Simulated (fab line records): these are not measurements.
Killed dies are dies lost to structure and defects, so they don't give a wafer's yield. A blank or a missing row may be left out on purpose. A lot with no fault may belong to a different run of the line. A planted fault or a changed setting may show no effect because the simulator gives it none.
fab line records + flow n5Finfet
record:
- lots: 4
- wafers: 12
- lastDay: 18
route steps=1938 shown SD_EPI_P@319 SD_ACTIVATION@330 ILD0@335 SDB@347 BEOL_M4@1111
lots untouched by any fault: they come from a run of this same line in which no faults occurred
startH: the number of hours between the record's first day and the start of the first shown wafer of the lot + waitH: time in hours since the lot's previous step + " the same as in the row above + L1.1+2: a single row standing in for several wafers + - value missing, or start not given + * or withheld: withheld + < > ~ a bound
route shown NAME@n: NAME is a module with steps in the file, n the number in the route of the first one + usual: mean/standard deviation taken from wafers without a fault + same: alike in all rows + chamber/n: place in a boat + sites: each site's reading + _std_site: how widely they spread, as a standard deviation + _edge_site: outer sites' mean less inner sites' + radiusMm: how far each site lies from the wafer's centre + mask NAME#n: copy n + behind: tool/chamber where the wafer was last shaped + hold: cause of the lot's hold/its duration in hours/its outcome + device: the transistor (n, p or np) that didn't switch + end of line: the route-end tests of the same wafers + for a step that has no rows: nothing shown but its recipe + killed: at the first sort, the dies lost to defects and structure; wafer yield is something else + map: a wafer's dies, marking killed ones x, the rest . and places with no die _
set.NAME: the run value of the setting; set.NAME@STEP: its run value at that earlier step + model.NAME: the simulator's own value behind a step, which no gauge read
lots seen at some steps along the route; tables by step, rows by wafer
== steps ==
step: N5_SD_EPI_P_PRECLEAN_51
recipe:
- chemistry: NF3:NH3
- afsCycles: 1
- tempC: 30
- timeS: 20
- sublimationTempC: 180
- sublimationTimeS: 60
- pressureTorr: 3
- rfPowerW: 30
step: N5_SD_EPI_P_VAPOR_ETCH_44
recipe:
- chemistry: NF3/Ar
- target: SiGe30
- tempC: 25
- timeS: 3.3
- mode: isotropic
step: N5_SD_EPI_P_EPI_21
recipe:
- material: SiGe:B
- dopant: B
- tempC: 550
- pressureTorr: 20
- ambient: H2
- timeS: 355
step: N5_SD_EPI_P_HM_STRIP_48
recipe:
- chemistry: H3PO4
- tempC: 160
- material: SiNx
- target: SiNx
- targetDepthA: 30
- overetchFraction: 0.3
step: N5_SD_EPI_P_SRD_49
recipe:
- dry: ipaMarangoni
- timeS: 30
- tempC: 23
- rinseLiquid: diw
step: N5_SD_EPI_P_PRECLEAN_24
recipe:
- chemistry: O3/DIW
- timeS: 45
- tempC: 22
- o3Ppm: 10
step: N5_SD_EPI_P_PRECLEAN_32
recipe:
- chemistry: dHF
- timeS: 10
- dilution: 500:1
- tempC: 25
step: N5_SD_EPI_P_PRECLEAN_33
recipe:
- chemistry: SC2
- timeS: 45
- tempC: 35
- mix: 1:1:50
step: N5_SD_EPI_P_SRD_25
recipe:
- timeS: 30
- tempC: 23
- rinseLiquid: diw
- dry: ipaMarangoni
step: N5_SD_ACTIVATION_RTA_00
recipe:
- tempC: 975
- timeS: 0
- ambient: N2
- idleTempC: 600
- rampUpCPerS: 150
- rampDownCPerS: 60
- coolToC: 600
step: N5_SD_ACTIVATION_LSA_01
recipe:
- tempC: 1080
- timeS: 0.0008
- ambient: N2
usual:
- wafer_temp_C_max: 1086.3/1.2
| lot.wafer | tool           | chamber | startH | waitH | wafer_temp_C_max |
|-----------|----------------|---------|--------|-------|------------------|
| L614.2    | laserAnneal-02 | 0       | 122.08 | 0.2   | 1107.1           |
| L614.4    | "              | 0       | "      | "     | 1106.6           |
| L614.6    | "              | 0       | "      | "     | 1107.1           |
| L615.2    | laserAnneal-02 | 0       | 129.82 | 0.2   | 1105.4           |
| L615.5    | "              | 0       | "      | "     | 1106.5           |
| L615.6    | "              | 0       | "      | "     | 1105.0           |
| L626.1    | laserAnneal-02 | 0       | 191.01 | 0.2   | 1088.0           |
| L626.2    | "              | 0       | "      | "     | 1085.3           |
| L626.5    | "              | 0       | "      | "     | 1085.2           |
| L627.1    | laserAnneal-02 | 0       | 202.76 | 0.2   | 1088.6           |
| L627.4    | "              | 0       | "      | "     | 1085.8           |
| L627.6    | "              | 0       | "      | "     | 1086.0           |
step: N5_SD_ACTIVATION_RS_MEAS_03
recipe:
- thkMeasGauge: four-point-probe
usual:
- RS_SD_N: 21.94/0.28
- RS_SD_P: 56.3/1.1
| lot.wafer | tool         | chamber | startH | waitH | RS_SD_N[ohm/sq] | RS_SD_P[ohm/sq] |
|-----------|--------------|---------|--------|-------|-----------------|-----------------|
| L614.2    | filmMetro-01 | -       | 122.28 | 0.2   | 19.53           | 54.8            |
| L614.4    | "            | -       | "      | "     | 19.43           | 55.7            |
| L614.6    | "            | -       | "      | "     | 19.63           | 56.2            |
| L615.2    | filmMetro-02 | -       | 130.01 | 0.2   | 19.70           | 54.8            |
| L615.5    | "            | -       | "      | "     | 20.03           | 55.0            |
| L615.6    | "            | -       | "      | "     | 19.90           | 55.0            |
| L626.1    | filmMetro-02 | -       | 191.21 | 0.2   | 22.48           | 56.6            |
| L626.2    | "            | -       | "      | "     | 22.08           | 57.6            |
| L626.5    | "            | -       | "      | "     | 22.30           | 57.5            |
| L627.1    | filmMetro-01 | -       | 202.96 | 0.2   | 22.27           | 56.6            |
| L627.4    | "            | -       | "      | "     | 22.38           | 55.6            |
| L627.6    | "            | -       | "      | "     | 22.08           | 56.7            |
step: N5_ILD0_LINER_00
recipe:
- material: SiNx
- targetThkA: 40
- tempC: 400
- aldPrecursorFamily: SiH2I2
- aldCoReactant: N2/H2-plasma
- pulseTimeS: 1
- purgeTimeS: 2
- coReactantPurgeTimeS: 2
- aldCycles: 80
- pressureTorr: 2
step: N5_ILD0_FCVD_FILL_01
recipe:
- material: SiO2_flowable
- targetThkA: 2000
- tempC: 100
- pressureTorr: 0.8
- rfW: 2000
- timeS: 328.3
step: N5_ILD0_CURE_02
recipe:
- tempC: 450
- timeS: 1800
- ambient: steam
- idleTempC: 400
- rampUpCPerMin: 5
- rampDownCPerMin: 3
- densificationPH2oTorr: 640
step: N5_ILD0_CMP_03
recipe:
- stopOn: SiNx
- tOverpolishS: 1.9
- postCmpClean: alkalineBrush
- downForcePsi: 4.1491
- platenRpm: 51.796
- padVelocityMS: 1.0306
- targetThkNm: 197.38
step: N5_ILD0_CMP_07
recipe:
- stopOn: poly-Si
- material: SiO2_flowable
- tOverpolishS: 1.18
- postCmpClean: alkalineBrush
- downForcePsi: 4.1491
- platenRpm: 51.796
- padVelocityMS: 1.0306
- targetThkNm: 138.88
step: N5_ILD0_PRECLEAN_10
recipe:
- chemistry: NF3:NH3
- afsCycles: 5
- timeS: 20
- tempC: 30
- sublimationTempC: 180
- sublimationTimeS: 60
- pressureTorr: 3
- rfPowerW: 30
step: N5_ILD0_ALD_15
recipe:
- material: SiNx
- targetThkA: 240
- tempC: 400
- aldPrecursorFamily: SiH2I2
- aldCoReactant: N2/H2-plasma
- pulseTimeS: 1
- aldCycles: 480
- purgeTimeS: 2
- coReactantPurgeTimeS: 2
- pressureTorr: 2
step: N5_ILD0_CMP_12
recipe:
- stopOn: poly-Si
- material: SiNx
- tOverpolishS: 6
- postCmpClean: alkalineBrush
- downForcePsi: 2.5
- platenRpm: 51.8
- padVelocityMS: 1.0307
- targetThkNm: 17.67
step: N5_SDB_HM_DEP_00
recipe:
- material: SiNx
- targetThkA: 400
- tempC: 400
- precursor: SiH4/NH3/N2
- pressureTorr: 1.5
- rfW: 300
- timeS: 35.3
step: N5_SDB_COAT_03
recipe:
- resist: SOC
- tempC: 250
- timeS: 60
- spinRpm: 1500
- resistThkNm: 100
step: N5_SDB_COAT_04
recipe:
- resist: SiARC
- tempC: 220
- timeS: 60
- spinRpm: 1500
- resistThkNm: 18
step: N5_SDB_COAT_05
recipe:
- resist: CAR-ArF
- spinRpm: 1500
- resistThkNm: 90
step: N5_SDB_EBR_07
recipe:
- solvent: PGMEA
- ebrWidthMm: 1.5
step: N5_SDB_SOFTBAKE_06
recipe:
- tempC: 110
- timeS: 60
- resist: CAR-ArF
step: N5_SDB_EXPOSE_08
recipe:
- maskId: SDB
- na: 1.35
- sourceShape: conventional
- sigmaOuter: 0.5
- polarization: unpolarized
- doseMj: 49.6
step: N5_SDB_PEB_09
recipe:
- pebTempC: withheld
- pebTimeS: 60
- resist: CAR-ArF
step: N5_SDB_DEVELOP_10
recipe:
- developTimeS: 30
- developer: TMAH
- resist: CAR-ArF
- rinseLiquid: diw
- dry: airSpin
- devTempC: 23
step: N5_SDB_DESCUM_16
recipe:
- chemistry: O2
- timeS: 7.9
- sourcePowerW: 50
- biasPowerW: 20
- pressureMtorr: 20
- rfFrequencyHz: 2.712e+07
- tempC: 40
- resist: CAR-ArF
- o2FlowSccm: 225
step: N5_SDB_ETCH_17
recipe:
- chemistry: CF4
- target: SiARC
- targetDepthA: 234
- maskMaterial: CAR-ArF
- timeS: 39
- ionEnergyEv: 80
- pressureMtorr: 40
- sourceW: 545
- biasW: 36
- Ar_flow_sccm: 100
- cf4FlowSccm: 100
- ends: cleared
step: N5_BEOL_M4_RC_MEAS_101
usual:
- DIBL_N: 36.5/1.4
- DIBL_P: 36.6/1.9
- IOFF_N: 0.167/0.029
- IOFF_P: 0.21/0.033
- ION_N: 674/12
- ION_P: 460/8.9
- RC_N: 15.7/0.36
- RS_SD_N: 28.4/0.41
- SS_N: 71.6/0.57
- SS_P: 73.4/0.61
- VT_N: 249/3.3
- VT_P: -250/3.3
| lot.wafer | tool      | chamber | startH | waitH | DIBL_N[mV/V] | DIBL_P[mV/V] | IOFF_N[nA/um] | IOFF_P[nA/um] | ION_N[uA/um] | ION_P[uA/um] | RC_N[ohm.um] | RS_SD_N[ohm/sq] | SS_N[mV/dec] | SS_P[mV/dec] | VT_N[mV] | VT_P[mV] |
|-----------|-----------|---------|--------|-------|--------------|--------------|---------------|---------------|--------------|--------------|--------------|-----------------|--------------|--------------|----------|----------|
| L615.2    | prober-01 | 0       | 233.54 | 0.2   | 35.5         | 35.9         | 0.153         | 0.21          | 687          | 465          | 13.7         | 25.8            | 71.2         | 72.5         | 250      | -250     |
| L615.5    | "         | 0       | "      | "     | 37.9         | 38.2         | 0.183         | 0.26          | 681          | 466          | 14.4         | 25.9            | 71.8         | 73.1         | 246      | -245     |
| L615.6    | "         | 0       | "      | "     | 36.7         | 37.5         | 0.165         | 0.24          | 690          | 478          | 13.5         | 25.7            | 71.2         | 73.2         | 248      | -249     |
| L626.1    | prober-01 | 0       | 303.83 | 0.0   | 37.6         | 37.8         | 0.151         | 0.24          | 656          | 458          | 15.9         | 29.4            | 71.9         | 73.3         | 253      | -248     |
| L626.2    | "         | 0       | "      | "     | 35.9         | 35.2         | 0.134         | 0.19          | 668          | 460          | 15.8         | 29.0            | 71.3         | 72.1         | 253      | -251     |
| L626.5    | "         | 0       | "      | "     | 36.9         | 36.0         | 0.139         | 0.22          | 656          | 456          | 16.3         | 29.3            | 71.8         | 73.1         | 251      | -251     |
| L627.1    | prober-01 | 0       | 308.55 | 0.0   | 40.7         | 41.6         | 0.277         | 0.33          | 690          | 470          | 15.7         | 29.6            | 73.3         | 75.1         | 240      | -244     |
| L627.4    | "         | 0       | "      | "     | 35.2         | 34.5         | 0.134         | 0.19          | 649          | 447          | 16.0         | 28.9            | 72.0         | 72.4         | 253      | -250     |
| L627.6    | "         | 0       | "      | "     | 35.7         | 35.9         | 0.154         | 0.22          | 669          | 458          | 15.5         | 29.3            | 71.7         | 72.8         | 249      | -250     |
== key ==
firstSign:
- step: N5_SD_ACTIVATION_LSA_01
- reading: wafer_temp_C_max
- direction: up
- sigmas: 16
- usual: *
- struck: *
effect:
- step: N5_SD_ACTIVATION_RS_MEAS_03
- reading: RS_SD_N
- direction: down
- sigmas: 8.1
- usual: 21.94
- struck: 19.70
effect:
- step: N5_BEOL_M4_RC_MEAS_101
- reading: RS_SD_N
- direction: down
- sigmas: 6.4
- usual: 28.4
- struck: 25.8
effect:
- step: N5_BEOL_M4_RC_MEAS_101
- reading: RC_N
- direction: down
- sigmas: 5
- usual: 15.7
- struck: 13.9
metAt N5_SD_ACTIVATION_LSA_01
struckWafers L614.2,L614.4,L614.6,L615.2,L615.5,L615.6
rowsEnd L614.2,L614.4,L614.6
fault:
- kind: processParameterDrift
- tool: laserAnneal-02
- chamber: -
- onsetH: 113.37
- steps: N5_SD_ACTIVATION_LSA_01
- channel: tempC
- offset: *
- shape: step
- endH: 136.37
- stated: *
rowsEnd: these wafers met a further fault down the route, and their rows from its step on are left out
